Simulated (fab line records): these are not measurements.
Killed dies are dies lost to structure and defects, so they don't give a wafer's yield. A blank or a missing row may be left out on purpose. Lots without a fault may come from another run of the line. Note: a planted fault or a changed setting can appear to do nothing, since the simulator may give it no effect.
fab line records + flow nandHarc + part 1 of 2: steps 1 to 18 of 32
record
- lots=5
- wafers=15
- lastDay=32
route steps=1302 shown A_CONTACT@1046
lots untouched by any fault: they come from a run of this same line in which no faults occurred
startH: start of the lot's first displayed wafer, in hours after the record's first day + waitH: hours from the lot's prior step to this one + " as in the row above + L1.1+2: several wafers, shown together as one row + - no value, or no start was given + * or withheld: withheld + < > ~ a bound
route shown NAME@n: a module of which the file shows steps, and the number in the route of the first + usual: the fault-free wafers' mean and standard deviation + same: alike in all rows + chamber/n: place in a boat + sites: the reading at each site + _std_site: standard deviation across them + _edge_site: the outer-site mean with the inner-site mean subtracted + radiusMm: how far each site lies from the wafer's centre + mask NAME#n: copy n + behind: the last tool/chamber to shape the wafer + hold: the reason the lot was held/the length of the hold in hours/how it ended + device: the transistor (n, p or np) that didn't switch + end of line: the route-end tests of the same wafers + for a step that has no rows: nothing shown but its recipe + killed: dies lost to structure and defects at the first sort, not the wafer's yield + map: dies across one wafer; x = killed, . = not, _ = none there
set.NAME: the run value of the setting; set.NAME@STEP: its run value at that earlier step + model.NAME: the simulator's own value behind a step, which no gauge read
a table for each step, a row for each wafer; lots at some steps of the route
services: the hour from which a tool's chamber was out of use, counted from the record's first day as startH (under 0 if before that day), plus the number of hours and why
## steps
# step NHARC_A_CONTACT_ETCH_78
# recipe
- targetDepthA=53000
- overEtchFrac=0.3
- timeS=1378
- ionEnergyEv=150
- o2FlowSccm=400
- cosFlowSccm=20
- arFlowSccm=0
- rfW=500
- biasW=300
- chemistry=O2/COS
# usual
- chamberPressureMTorr=19.999/0.019
- drypumpMotorCurrentA=5.6/0.42
- oesProductAu=1.002/0.0071
- rfVppV=314.8/2.3
- showerheadPlenumPTorr=3.17/0.16
- throttleValvePct=28.330/0.0087
# same
- overEtchFrac=0.3
| lot.wafer | tool       | chamber | startH | waitH | chamberPressureMTorr | drypumpMotorCurrentA | oesProductAu | rfHoursCounterH | rfVppV | showerheadPlenumPTorr | throttleValvePct |
|-----------|------------|---------|--------|-------|----------------------|----------------------|--------------|-----------------|--------|-----------------------|------------------|
| L076.4    | rieDiel-04 | 3       | -      | -     | 20.008               | 5.5                  | 1.005        | 44              | 318.1  | 3.35                  | 28.317           |
| L076.1    | "          | 1       | "      | "     | 19.981               | 6.3                  | 1.008        | 51              | 312.5  | 3.01                  | 28.334           |
| L076.2    | "          | 2       | "      | "     | 19.987               | 6.3                  | 1.005        | 52              | 314.5  | 3.19                  | 28.327           |
| L077.4    | rieDiel-05 | 2       | -      | -     | 20.008               | 5.9                  | 0.997        | 17              | 311.9  | 2.96                  | 28.346           |
| L077.6    | "          | 2       | "      | "     | 19.978               | 5.8                  | 0.988        | -               | 312.3  | 2.96                  | 28.325           |
| L077.5    | "          | 3       | "      | "     | 19.985               | 5.2                  | 1.000        | -               | 318.7  | 3.36                  | 28.323           |
| L088.4    | rieDiel-01 | 2       | -      | -     | 19.944               | 6.1                  | 0.994        | 28              | 315.9  | 3.32                  | 28.327           |
| L088.1    | "          | 1       | "      | "     | 20.017               | 5.4                  | 1.016        | 32              | 314.9  | 3.01                  | 28.339           |
| L088.5    | "          | 3       | "      | "     | 20.006               | 5.9                  | 0.999        | -               | 318.0  | 3.30                  | 28.338           |
| L092.2    | rieDiel-01 | 2       | -      | -     | 20.004               | 6.1                  | 0.996        | 42              | 317.0  | 3.32                  | 28.330           |
| L092.3    | "          | 3       | "      | "     | 19.987               | 5.9                  | 1.007        | 39              | 315.0  | 3.29                  | 28.319           |
| L092.4    | "          | 0       | "      | "     | 20.021               | 5.7                  | 1.016        | 43              | 311.6  | 2.96                  | 28.322           |
| L093.4    | rieDiel-05 | 2       | -      | -     | 20.026               | 5.9                  | 1.007        | 18              | 312.2  | 2.95                  | 28.347           |
| L093.2    | "          | 1       | "      | "     | 20.020               | 5.1                  | 1.002        | 17              | 316.8  | 3.29                  | 28.337           |
| L093.6    | "          | 3       | "      | "     | 20.022               | 5.2                  | 1.011        | -               | 316.9  | 3.35                  | 28.334           |
# step NHARC_A_CONTACT_ETCH_124
# recipe
- sourceW=withheld
- pressureMtorr=20
- biasV=withheld
- timeS=140
- targetDepthA=7000
- arFlowSccm=withheld
- c4f8FlowSccm=withheld
- o2FlowSccm=withheld
- chemistry=C4F8/O2/Ar
# usual
- chamberPressureMTorr=20.004/0.02
| lot.wafer | tool          | chamber | startH | waitH | chamberPressureMTorr | rfHoursCounterH |
|-----------|---------------|---------|--------|-------|----------------------|-----------------|
| L076.2    | harCapEtch-03 | 0       | 512.78 | -     | 20.013               | 43              |
| L076.1    | "             | 1       | "      | "     | 20.020               | 43              |
| L076.4    | "             | 1       | "      | "     | 20.060               | -               |
| L077.4    | harCapEtch-03 | 0       | 528.64 | -     | 19.977               | -               |
| L077.6    | "             | 0       | "      | "     | 19.985               | -               |
| L077.5    | "             | 1       | "      | "     | 20.016               | -               |
| L088.1    | harCapEtch-02 | 1       | 649.83 | -     | 19.985               | 113             |
| L088.4    | "             | 0       | "      | "     | 19.999               | -               |
| L088.5    | "             | 0       | "      | "     | 20.005               | -               |
| L092.2    | harCapEtch-01 | 1       | 685.92 | -     | 20.014               | 28              |
| L092.3    | "             | 1       | "      | "     | 20.005               | -               |
| L092.4    | "             | 0       | "      | "     | 19.982               | -               |
| L093.2    | harCapEtch-02 | 1       | 699.10 | -     | 19.997               | 119             |
| L093.4    | "             | 0       | "      | "     | 19.981               | -               |
| L093.6    | "             | 0       | "      | "     | 19.978               | -               |
# step NHARC_A_CONTACT_ETCH_125
# recipe
- sourceW=withheld
- pressureMtorr=20
- biasV=3000
- timeS=197
- targetDepthA=19180
- arFlowSccm=withheld
- c4f8FlowSccm=withheld
- o2FlowSccm=withheld
- chemistry=C4F8/O2/Ar
# usual
- chamberPressureMTorr=20.001/0.019
| lot.wafer | tool          | chamber | startH | waitH | chamberPressureMTorr | rfHoursCounterH |
|-----------|---------------|---------|--------|-------|----------------------|-----------------|
| L076.2    | harCapEtch-03 | 0       | 512.98 | 0.2   | 19.999               | 43              |
| L076.1    | "             | 1       | "      | "     | 19.982               | 43              |
| L076.4    | "             | 1       | "      | "     | 19.987               | -               |
| L077.4    | harCapEtch-03 | 0       | 528.83 | 0.2   | 20.026               | -               |
| L077.6    | "             | 0       | "      | "     | 19.981               | -               |
| L077.5    | "             | 1       | "      | "     | 20.011               | -               |
| L088.1    | harCapEtch-02 | 1       | 650.02 | 0.2   | 19.991               | 113             |
| L088.4    | "             | 0       | "      | "     | 20.009               | -               |
| L088.5    | "             | 0       | "      | "     | 20.000               | -               |
| L092.2    | harCapEtch-01 | 1       | 686.13 | 0.2   | 19.989               | 28              |
| L092.3    | "             | 1       | "      | "     | 19.973               | -               |
| L092.4    | "             | 0       | "      | "     | 20.004               | -               |
| L093.2    | harCapEtch-02 | 1       | 699.29 | 0.2   | 19.977               | 119             |
| L093.4    | "             | 0       | "      | "     | 19.973               | -               |
| L093.6    | "             | 0       | "      | "     | 20.003               | -               |
# step NHARC_A_CONTACT_ETCH_126
# recipe
- sourceW=withheld
- pressureMtorr=20
- biasV=3000
- timeS=197
- targetDepthA=19180
- arFlowSccm=withheld
- c4f8FlowSccm=withheld
- o2FlowSccm=withheld
- chemistry=C4F8/O2/Ar
# usual
- chamberPressureMTorr=20.003/0.018
| lot.wafer | tool          | chamber | startH | waitH | chamberPressureMTorr | rfHoursCounterH |
|-----------|---------------|---------|--------|-------|----------------------|-----------------|
| L076.2    | harCapEtch-03 | 0       | 513.16 | 0.2   | 20.029               | 43              |
| L076.1    | "             | 1       | "      | "     | 19.993               | 43              |
| L076.4    | "             | 1       | "      | "     | 19.985               | -               |
| L077.4    | harCapEtch-03 | 0       | 529.01 | 0.1   | 19.986               | -               |
| L077.6    | "             | 0       | "      | "     | 20.020               | -               |
| L077.5    | "             | 1       | "      | "     | 20.025               | -               |
| L088.1    | harCapEtch-02 | 1       | 650.20 | 0.1   | 19.990               | 113             |
| L088.4    | "             | 0       | "      | "     | 20.006               | -               |
| L088.5    | "             | 0       | "      | "     | 20.012               | -               |
| L092.2    | harCapEtch-01 | 1       | 686.30 | 0.1   | 20.021               | 29              |
| L092.3    | "             | 1       | "      | "     | 19.975               | -               |
| L092.4    | "             | 0       | "      | "     | 19.957               | -               |
| L093.2    | harCapEtch-02 | 1       | 699.47 | 0.1   | 20.028               | 119             |
| L093.4    | "             | 0       | "      | "     | 20.026               | -               |
| L093.6    | "             | 0       | "      | "     | 20.001               | -               |
# step NHARC_A_CONTACT_ETCH_127
# recipe
- sourceW=withheld
- pressureMtorr=20
- biasV=3000
- timeS=197
- targetDepthA=19180
- arFlowSccm=withheld
- c4f8FlowSccm=withheld
- o2FlowSccm=withheld
- chemistry=C4F8/O2/Ar
# usual
- chamberPressureMTorr=20.000/0.019
| lot.wafer | tool          | chamber | startH | waitH | chamberPressureMTorr | rfHoursCounterH |
|-----------|---------------|---------|--------|-------|----------------------|-----------------|
| L076.2    | harCapEtch-03 | 0       | 513.33 | 0.1   | 19.975               | 43              |
| L076.1    | "             | 1       | "      | "     | 19.992               | 43              |
| L076.4    | "             | 1       | "      | "     | 20.021               | -               |
| L077.4    | harCapEtch-03 | 0       | 529.18 | 0.1   | 19.974               | -               |
| L077.6    | "             | 0       | "      | "     | 20.023               | -               |
| L077.5    | "             | 1       | "      | "     | 20.035               | -               |
| L088.1    | harCapEtch-02 | 1       | 650.37 | 0.1   | 19.995               | 113             |
| L088.4    | "             | 0       | "      | "     | 20.037               | -               |
| L088.5    | "             | 0       | "      | "     | 19.996               | -               |
| L092.2    | harCapEtch-01 | 1       | 686.48 | 0.1   | 19.990               | 29              |
| L092.3    | "             | 1       | "      | "     | 19.976               | -               |
| L092.4    | "             | 0       | "      | "     | 20.011               | -               |
| L093.2    | harCapEtch-02 | 1       | 699.65 | 0.1   | 20.015               | 120             |
| L093.4    | "             | 0       | "      | "     | 20.029               | -               |
| L093.6    | "             | 0       | "      | "     | 20.009               | -               |
# step NHARC_A_CONTACT_ETCH_128
# recipe
- sourceW=withheld
- pressureMtorr=20
- biasV=3000
- timeS=197
- targetDepthA=19180
- arFlowSccm=withheld
- c4f8FlowSccm=withheld
- o2FlowSccm=withheld
- chemistry=C4F8/O2/Ar
# usual
- chamberPressureMTorr=20.000/0.019
| lot.wafer | tool          | chamber | startH | waitH | chamberPressureMTorr | rfHoursCounterH |
|-----------|---------------|---------|--------|-------|----------------------|-----------------|
| L076.2    | harCapEtch-03 | 0       | 513.51 | 0.1   | 19.976               | 43              |
| L076.1    | "             | 1       | "      | "     | 19.988               | 43              |
| L076.4    | "             | 1       | "      | "     | 20.019               | -               |
| L077.4    | harCapEtch-03 | 0       | 529.36 | 0.1   | 19.986               | -               |
| L077.6    | "             | 0       | "      | "     | 20.038               | -               |
| L077.5    | "             | 1       | "      | "     | 19.983               | -               |
| L088.1    | harCapEtch-02 | 1       | 650.55 | 0.1   | 19.988               | 114             |
| L088.4    | "             | 0       | "      | "     | 20.010               | -               |
| L088.5    | "             | 0       | "      | "     | 19.998               | -               |
| L092.2    | harCapEtch-01 | 1       | 686.66 | 0.1   | 19.995               | 29              |
| L092.3    | "             | 1       | "      | "     | 20.008               | -               |
| L092.4    | "             | 0       | "      | "     | 20.005               | -               |
| L093.2    | harCapEtch-02 | 1       | 699.82 | 0.1   | 19.996               | 120             |
| L093.4    | "             | 0       | "      | "     | 19.995               | -               |
| L093.6    | "             | 0       | "      | "     | 20.011               | -               |
# step NHARC_A_CONTACT_ETCH_129
# recipe
- sourceW=withheld
- pressureMtorr=20
- biasV=3000
- timeS=197
- targetDepthA=19180
- arFlowSccm=withheld
- c4f8FlowSccm=withheld
- o2FlowSccm=withheld
- chemistry=C4F8/O2/Ar
# usual
- chamberPressureMTorr=20.001/0.017
| lot.wafer | tool          | chamber | startH | waitH | chamberPressureMTorr | rfHoursCounterH |
|-----------|---------------|---------|--------|-------|----------------------|-----------------|
| L076.2    | harCapEtch-03 | 0       | 513.69 | 0.1   | 20.024               | 44              |
| L076.1    | "             | 1       | "      | "     | 20.014               | 44              |
| L076.4    | "             | 1       | "      | "     | 19.991               | -               |
| L077.4    | harCapEtch-03 | 0       | 529.53 | 0.1   | 19.996               | -               |
| L077.6    | "             | 0       | "      | "     | 20.031               | -               |
| L077.5    | "             | 1       | "      | "     | 19.989               | -               |
| L088.1    | harCapEtch-02 | 1       | 650.73 | 0.1   | 19.979               | 114             |
| L088.4    | "             | 0       | "      | "     | 19.988               | -               |
| L088.5    | "             | 0       | "      | "     | 19.987               | -               |
| L092.2    | harCapEtch-01 | 1       | 686.83 | 0.1   | 19.993               | 29              |
| L092.3    | "             | 1       | "      | "     | 19.995               | -               |
| L092.4    | "             | 0       | "      | "     | 19.981               | -               |
| L093.2    | harCapEtch-02 | 1       | 700.00 | 0.1   | 20.005               | 120             |
| L093.4    | "             | 0       | "      | "     | 20.019               | -               |
| L093.6    | "             | 0       | "      | "     | 19.983               | -               |
# step NHARC_A_CONTACT_ETCH_130
# recipe
- sourceW=withheld
- pressureMtorr=20
- biasV=3000
- timeS=197
- targetDepthA=19180
- arFlowSccm=withheld
- c4f8FlowSccm=withheld
- o2FlowSccm=withheld
- chemistry=C4F8/O2/Ar
# usual
- chamberPressureMTorr=20.000/0.018
| lot.wafer | tool          | chamber | startH | waitH | chamberPressureMTorr | rfHoursCounterH |
|-----------|---------------|---------|--------|-------|----------------------|-----------------|
| L076.2    | harCapEtch-03 | 0       | 513.87 | 0.1   | 20.028               | 44              |
| L076.1    | "             | 1       | "      | "     | 19.995               | 44              |
| L076.4    | "             | 1       | "      | "     | 20.002               | -               |
| L077.4    | harCapEtch-03 | 0       | 529.71 | 0.1   | 19.993               | -               |
| L077.6    | "             | 0       | "      | "     | 19.987               | -               |
| L077.5    | "             | 1       | "      | "     | 19.986               | -               |
| L088.1    | harCapEtch-02 | 1       | 650.90 | 0.1   | 19.990               | 114             |
| L088.4    | "             | 0       | "      | "     | 19.984               | -               |
| L088.5    | "             | 0       | "      | "     | 19.970               | -               |
| L092.2    | harCapEtch-01 | 1       | 687.01 | 0.1   | 20.004               | 29              |
| L092.3    | "             | 1       | "      | "     | 20.016               | -               |
| L092.4    | "             | 0       | "      | "     | 19.969               | -               |
| L093.2    | harCapEtch-02 | 1       | 700.18 | 0.1   | 20.025               | 120             |
| L093.4    | "             | 0       | "      | "     | 20.026               | -               |
| L093.6    | "             | 0       | "      | "     | 19.983               | -               |
# step NHARC_A_CONTACT_ETCH_131
# recipe
- sourceW=withheld
- pressureMtorr=20
- biasV=3000
- timeS=197
- targetDepthA=19180
- arFlowSccm=withheld
- c4f8FlowSccm=withheld
- o2FlowSccm=withheld
- chemistry=C4F8/O2/Ar
# usual
- chamberPressureMTorr=19.998/0.019
| lot.wafer | tool          | chamber | startH | waitH | chamberPressureMTorr | rfHoursCounterH |
|-----------|---------------|---------|--------|-------|----------------------|-----------------|
| L076.2    | harCapEtch-03 | 0       | 514.04 | 0.1   | 20.015               | 44              |
| L076.1    | "             | 1       | "      | "     | 19.989               | 44              |
| L076.4    | "             | 1       | "      | "     | 19.993               | -               |
| L077.4    | harCapEtch-03 | 0       | 529.89 | 0.1   | 20.013               | -               |
| L077.6    | "             | 0       | "      | "     | 20.004               | -               |
| L077.5    | "             | 1       | "      | "     | 20.016               | -               |
| L088.1    | harCapEtch-02 | 1       | 651.08 | 0.1   | 19.984               | 114             |
| L088.4    | "             | 0       | "      | "     | 20.019               | -               |
| L088.5    | "             | 0       | "      | "     | 20.015               | -               |
| L092.2    | harCapEtch-01 | 1       | 687.19 | 0.1   | 20.017               | 29              |
| L092.3    | "             | 1       | "      | "     | 19.989               | -               |
| L092.4    | "             | 0       | "      | "     | 19.953               | -               |
| L093.2    | harCapEtch-02 | 1       | 700.35 | 0.1   | 20.002               | 120             |
| L093.4    | "             | 0       | "      | "     | 19.989               | -               |
| L093.6    | "             | 0       | "      | "     | 19.981               | -               |
# step NHARC_A_CONTACT_ETCH_132
# recipe
- sourceW=withheld
- pressureMtorr=20
- biasV=3000
- timeS=197
- targetDepthA=19240
- arFlowSccm=withheld
- c4f8FlowSccm=withheld
- o2FlowSccm=withheld
- chemistry=C4F8/O2/Ar
# usual
- chamberPressureMTorr=20.000/0.02
| lot.wafer | tool          | chamber | startH | waitH | chamberPressureMTorr | rfHoursCounterH |
|-----------|---------------|---------|--------|-------|----------------------|-----------------|
| L076.2    | harCapEtch-03 | 0       | 514.22 | 0.1   | 20.033               | 44              |
| L076.1    | "             | 1       | "      | "     | 19.979               | 44              |
| L076.4    | "             | 1       | "      | "     | 19.987               | -               |
| L077.4    | harCapEtch-03 | 0       | 530.06 | 0.1   | 20.002               | -               |
| L077.6    | "             | 0       | "      | "     | 20.001               | -               |
| L077.5    | "             | 1       | "      | "     | 20.034               | -               |
| L088.1    | harCapEtch-02 | 1       | 651.26 | 0.1   | 20.011               | 114             |
| L088.4    | "             | 0       | "      | "     | 20.005               | -               |
| L088.5    | "             | 0       | "      | "     | 20.000               | -               |
| L092.2    | harCapEtch-01 | 1       | 687.37 | 0.1   | 20.019               | 30              |
| L092.3    | "             | 1       | "      | "     | 19.993               | -               |
| L092.4    | "             | 0       | "      | "     | 19.978               | -               |
| L093.2    | harCapEtch-02 | 1       | 700.53 | 0.1   | 20.002               | 120             |
| L093.4    | "             | 0       | "      | "     | 19.992               | -               |
| L093.6    | "             | 0       | "      | "     | 20.017               | -               |
# step NHARC_A_CONTACT_ETCH_133
# recipe
- sourceW=withheld
- pressureMtorr=20
- biasV=400
- timeS=374
- targetDepthA=16100
- arFlowSccm=withheld
- c4f8FlowSccm=11.5
- o2FlowSccm=7.2
- chemistry=C4F8/O2/Ar
# usual
- chamberPressureMTorr=19.996/0.018
| lot.wafer | tool          | chamber | startH | waitH | chamberPressureMTorr | rfHoursCounterH |
|-----------|---------------|---------|--------|-------|----------------------|-----------------|
| L076.2    | harCapEtch-03 | 0       | 514.39 | 0.1   | 20.010               | 44              |
| L076.1    | "             | 1       | "      | "     | 19.994               | 44              |
| L076.4    | "             | 1       | "      | "     | 19.983               | -               |
| L077.4    | harCapEtch-03 | 0       | 530.32 | 0.2   | 20.021               | -               |
| L077.6    | "             | 0       | "      | "     | 20.004               | -               |
| L077.5    | "             | 1       | "      | "     | 19.993               | -               |
| L088.1    | harCapEtch-02 | 1       | 651.47 | 0.2   | 19.989               | 114             |
| L088.4    | "             | 0       | "      | "     | 20.026               | -               |
| L088.5    | "             | 0       | "      | "     | 20.013               | -               |
| L092.2    | harCapEtch-01 | 1       | 687.55 | 0.1   | 19.966               | 30              |
| L092.3    | "             | 1       | "      | "     | 19.975               | -               |
| L092.4    | "             | 0       | "      | "     | 20.015               | -               |
| L093.2    | harCapEtch-02 | 1       | 700.75 | 0.2   | 19.981               | 121             |
| L093.4    | "             | 0       | "      | "     | 20.010               | -               |
| L093.6    | "             | 0       | "      | "     | 20.008               | -               |
# step NHARC_A_CONTACT_ETCH_91
# recipe
- targetDepthA=400
- overEtchFrac=0.5
- timeS=85.7
- ionEnergyEv=120
- ch3fFlowSccm=50
- o2FlowSccm=30
- arFlowSccm=200
- rfW=500
- biasW=100
- chemistry=CH3F/O2
# usual
- chamberPressureMTorr=24.997/0.022
- drypumpMotorCurrentA=5.6/0.45
- oesProductAu=0.937/0.026
- rfVppV=244.8/1.9
- showerheadPlenumPTorr=2.49/0.13
- throttleValvePct=20.662/0.0092
# same
- overEtchFrac=0.5
| lot.wafer | tool       | chamber | startH | waitH | chamberPressureMTorr | drypumpMotorCurrentA | oesProductAu | rfHoursCounterH | rfVppV | showerheadPlenumPTorr | throttleValvePct |
|-----------|------------|---------|--------|-------|----------------------|----------------------|--------------|-----------------|--------|-----------------------|------------------|
| L076.1    | rieDiel-01 | 0       | 515.32 | 0.8   | 24.986               | 5.6                  | 0.922        | 48              | 244.1  | 2.35                  | 20.650           |
| L076.4    | "          | 2       | "      | "     | 24.987               | 6.1                  | 0.927        | 49              | 246.4  | 2.64                  | 20.657           |
| L076.2    | "          | 3       | "      | "     | 24.988               | 5.9                  | 0.919        | 44              | 246.3  | 2.62                  | 20.667           |
| L077.4    | rieDiel-05 | 3       | 531.00 | 0.6   | 24.997               | 5.2                  | 0.936        | 21              | 247.7  | 2.65                  | 20.663           |
| L077.6    | "          | 1       | "      | "     | 25.000               | 5.1                  | 0.925        | -               | 247.3  | 2.60                  | 20.647           |
| L077.5    | "          | 2       | "      | "     | 24.992               | 5.9                  | 0.917        | -               | 242.4  | 2.33                  | 20.650           |
| L088.4    | rieDiel-05 | 1       | 652.20 | 0.6   | 24.970               | 5.1                  | 0.994        | 11              | 245.3  | 2.59                  | 20.658           |
| L088.1    | "          | 3       | "      | "     | 25.038               | 5.2                  | 0.996        | 11              | 247.1  | 2.64                  | 20.658           |
| L088.5    | "          | 0       | "      | "     | 24.984               | 6.0                  | 1.004        | -               | 243.6  | 2.43                  | 20.663           |
| L092.2    | rieDiel-05 | 1       | 688.36 | 0.7   | 25.013               | 5.1                  | 0.916        | 16              | 245.0  | 2.59                  | 20.652           |
| L092.3    | "          | 2       | "      | "     | 25.000               | 5.8                  | 0.931        | 17              | 241.8  | 2.32                  | 20.664           |
| L092.4    | "          | 2       | "      | "     | 25.020               | 5.8                  | 0.923        | -               | 242.6  | 2.32                  | 20.663           |
| L093.4    | rieDiel-01 | 3       | 701.48 | 0.6   | 25.005               | 5.9                  | 0.925        | 43              | 245.9  | 2.59                  | 20.641           |
| L093.2    | "          | 1       | "      | "     | 25.012               | 5.4                  | 0.928        | 50              | 243.3  | 2.36                  | 20.671           |
| L093.6    | "          | 2       | "      | "     | 25.016               | 6.1                  | 0.927        | -               | 245.3  | 2.61                  | 20.670           |
# step NHARC_A_CONTACT_ETCH_97
# recipe
- targetDepthA=200
- overEtchFrac=0.5
- timeS=10
- ionEnergyEv=250
- c4f6FlowSccm=25
- o2FlowSccm=20
- arFlowSccm=500
- rfW=600
- biasW=500
- chemistry=C4F6/O2
# usual
- chamberPressureMTorr=29.997/0.028
- drypumpMotorCurrentA=5.7/0.46
- oesProductAu=0.959/0.02
- rfVppV=548/4
- showerheadPlenumPTorr=3.98/0.19
- throttleValvePct=26.903/0.0096
# same
- overEtchFrac=0.5
| lot.wafer | tool       | chamber | startH | waitH | chamberPressureMTorr | drypumpMotorCurrentA | oesProductAu | rfHoursCounterH | rfVppV | showerheadPlenumPTorr | throttleValvePct |
|-----------|------------|---------|--------|-------|----------------------|----------------------|--------------|-----------------|--------|-----------------------|------------------|
| L076.2    | rieDiel-01 | 3       | -      | -     | 29.971               | 5.9                  | 0.954        | 44              | 551    | 4.16                  | 26.907           |
| L076.1    | "          | 0       | "      | "     | 30.012               | 5.6                  | 0.962        | 48              | 544    | 3.76                  | 26.907           |
| L076.4    | "          | 1       | "      | "     | 30.055               | 5.4                  | 0.971        | 47              | 545    | 3.81                  | 26.910           |
| L077.4    | rieDiel-05 | 0       | -      | -     | 29.988               | 6.0                  | 0.946        | 15              | 546    | 3.89                  | 26.923           |
| L077.5    | "          | 1       | "      | "     | 30.003               | 5.1                  | 0.955        | -               | 552    | 4.14                  | 26.896           |
| L077.6    | "          | 2       | "      | "     | 29.993               | 5.9                  | 0.951        | -               | 542    | 3.73                  | 26.913           |
| L088.4    | rieDiel-05 | 3       | -      | -     | 29.994               | 5.2                  | 0.994        | 11              | 552    | 4.20                  | 26.895           |
| L088.1    | "          | 0       | "      | "     | 29.980               | 6.0                  | 1.007        | 11              | 545    | 3.88                  | 26.886           |
| L088.5    | "          | 3       | "      | "     | 29.986               | 5.2                  | 0.990        | -               | 554    | 4.20                  | 26.924           |
| L092.3    | rieDiel-05 | 1       | 688.50 | 0.1   | 29.987               | 5.1                  | 0.955        | 16              | 551    | 4.12                  | 26.905           |
| L092.2    | "          | 2       | "      | "     | 30.020               | 5.9                  | 0.956        | 17              | 541    | 3.72                  | 26.908           |
| L092.4    | "          | 2       | "      | "     | 29.997               | 5.9                  | 0.942        | -               | 543    | 3.72                  | 26.912           |
| L093.4    | rieDiel-01 | 2       | -      | -     | 29.958               | 6.1                  | 0.955        | 47              | 551    | 4.16                  | 26.914           |
| L093.2    | "          | 1       | "      | "     | 30.054               | 5.4                  | 0.934        | 50              | 543    | 3.77                  | 26.900           |
| L093.6    | "          | 3       | "      | "     | 29.954               | 5.9                  | 0.940        | -               | 550    | 4.13                  | 26.914           |
# step NHARC_A_CONTACT_CD_MEAS_80
# usual
- cdNm=289.5/0.82
| lot.wafer | tool     | chamber | startH | waitH | cdNm  |
|-----------|----------|---------|--------|-------|-------|
| L076.1    | cdSem-01 | -       | 515.54 | -     | 289.0 |
| L076.2    | "        | -       | "      | "     | 289.3 |
| L076.4    | "        | -       | "      | "     | 288.9 |
| L077.4    | cdSem-01 | -       | 531.20 | -     | 289.7 |
| L077.5    | "        | -       | "      | "     | 289.5 |
| L077.6    | "        | -       | "      | "     | 289.6 |
| L088.1    | cdSem-01 | -       | 652.40 | -     | 289.8 |
| L088.4    | "        | -       | "      | "     | 289.4 |
| L088.5    | "        | -       | "      | "     | 289.0 |
| L092.2    | cdSem-03 | -       | 688.59 | -     | 289.2 |
| L092.3    | "        | -       | "      | "     | 288.4 |
| L092.4    | "        | -       | "      | "     | 288.8 |
| L093.2    | cdSem-03 | -       | 701.70 | -     | 288.9 |
| L093.4    | "        | -       | "      | "     | 289.1 |
| L093.6    | "        | -       | "      | "     | 289.3 |
# step NHARC_A_CONTACT_STRIP_103
# recipe
- n2FlowSccm=150
- h2FlowSccm=150
- arFlowSccm=0
- biasW=0
- chemistry=N2/H2
| lot.wafer  | tool       | chamber | startH | waitH |
|------------|------------|---------|--------|-------|
| L076.1+2+4 | rieDiel-05 | 2,1,3   | 515.61 | 0.1   |
| L077.4+6+5 | rieDiel-05 | 3,3,0   | 531.26 | 0.1   |
| L088.4+1+5 | rieDiel-05 | 3,0,2   | 652.50 | 0.1   |
| L092.2+3+4 | rieDiel-05 | 3,1,3   | 688.66 | 0.1   |
| L093.4+2+6 | rieDiel-05 | 1,3,2   | 701.77 | 0.1   |
# step NHARC_A_CONTACT_STRIP_104
# recipe
- cf4FlowSccm=100
- chf3FlowSccm=30
- arFlowSccm=0
- biasW=0
- chemistry=CF4/CHF3
| lot.wafer  | tool       | chamber | startH | waitH |
|------------|------------|---------|--------|-------|
| L076.2+1+4 | rieDiel-05 | 2,3,3   | 515.73 | 0.1   |
| L077.4+6+5 | rieDiel-05 | 3,3,0   | 531.36 | 0.1   |
| L088.4+1+5 | rieDiel-05 | 2,1,2   | 652.57 | 0.1   |
| L092.2+3+4 | rieDiel-05 | 1,2,3   | 688.77 | 0.1   |
| L093.4+2+6 | rieDiel-05 | 1,2,1   | 701.87 | 0.1   |
# step NHARC_A_CONTACT_STRIP_105
# recipe
- o2FlowSccm=400
- cosFlowSccm=20
- arFlowSccm=0
- biasW=0
- chemistry=O2/COS
| lot.wafer  | tool       | chamber | startH | waitH |
|------------|------------|---------|--------|-------|
| L076.2+1+4 | rieDiel-05 | 3,1,2   | 515.80 | 0.1   |
| L077.4+5+6 | rieDiel-05 | 3,1,2   | 531.43 | 0.1   |
| L088.4+1+5 | rieDiel-05 | 3,1,2   | 652.64 | 0.1   |
| L092.2+3+4 | rieDiel-05 | 3,1,3   | 688.84 | 0.1   |
| L093.2+4+6 | rieDiel-05 | 2,0,2   | 701.93 | 0.1   |
# step NHARC_A_CONTACT_ETCH_106
# recipe
- targetDepthA=900
- overetchA=90
- timeS=49.5
- ionEnergyEv=100
- cf4FlowSccm=80
- o2FlowSccm=20
- arFlowSccm=0
- rfW=300
- biasW=100
- chemistry=CF4/O2
# usual
- chamberPressureMTorr=30.004/0.026
- drypumpMotorCurrentA=5.6/0.43
- oesProductAu=1.003/0.0071
- rfVppV=198.1/1.6
- showerheadPlenumPTorr=1.35/0.072
- throttleValvePct=13.396/0.0098
| lot.wafer | tool       | chamber | startH | waitH | chamberPressureMTorr | drypumpMotorCurrentA | oesProductAu | rfHoursCounterH | rfVppV | showerheadPlenumPTorr | throttleValvePct |
|-----------|------------|---------|--------|-------|----------------------|----------------------|--------------|-----------------|--------|-----------------------|------------------|
| L076.2    | rieDiel-05 | 2       | 515.86 | 0.1   | 30.022               | 5.9                  | 0.993        | 15              | 196.6  | 1.27                  | 13.411           |
| L076.1    | "          | 3       | "      | "     | 29.989               | 5.2                  | 1.008        | 18              | 199.9  | 1.44                  | 13.374           |
| L076.4    | "          | 1       | "      | "     | 29.991               | 5.1                  | 1.004        | -               | 199.0  | 1.41                  | 13.408           |
| L077.4    | rieDiel-05 | 1       | 531.48 | 0.1   | 29.909               | 5.1                  | 0.997        | 17              | 199.2  | 1.41                  | 13.376           |
| L077.6    | "          | 1       | "      | "     | 29.980               | 5.1                  | 1.005        | -               | 198.3  | 1.41                  | 13.394           |
| L077.5    | "          | 2       | "      | "     | 30.027               | 5.9                  | 0.987        | -               | 196.4  | 1.26                  | 13.391           |
| L088.4    | rieDiel-05 | 2       | 652.70 | 0.1   | 30.031               | 5.8                  | 0.994        | 11              | 196.6  | 1.26                  | 13.396           |
| L088.1    | "          | 3       | "      | "     | 29.985               | 5.2                  | 1.003        | 11              | 199.9  | 1.44                  | 13.394           |
| L088.5    | "          | 2       | "      | "     | 29.961               | 5.8                  | 1.004        | -               | 196.2  | 1.26                  | 13.395           |
| L092.3    | rieDiel-05 | 1       | 688.91 | 0.1   | 30.002               | 5.1                  | 1.005        | 16              | 199.5  | 1.41                  | 13.393           |
| L092.2    | "          | 2       | "      | "     | 30.033               | 5.9                  | 0.995        | 17              | 196.4  | 1.26                  | 13.405           |
| L092.4    | "          | 2       | "      | "     | 29.988               | 5.9                  | 0.994        | -               | 195.9  | 1.26                  | 13.384           |
| L093.4    | rieDiel-05 | 3       | 701.99 | 0.0   | 29.982               | 5.2                  | 1.010        | 18              | 199.2  | 1.43                  | 13.389           |
| L093.2    | "          | 2       | "      | "     | 30.055               | 5.8                  | 1.001        | 18              | 195.9  | 1.26                  | 13.398           |
| L093.6    | "          | 3       | "      | "     | 29.978               | 5.2                  | 1.009        | -               | 200.9  | 1.43                  | 13.395           |
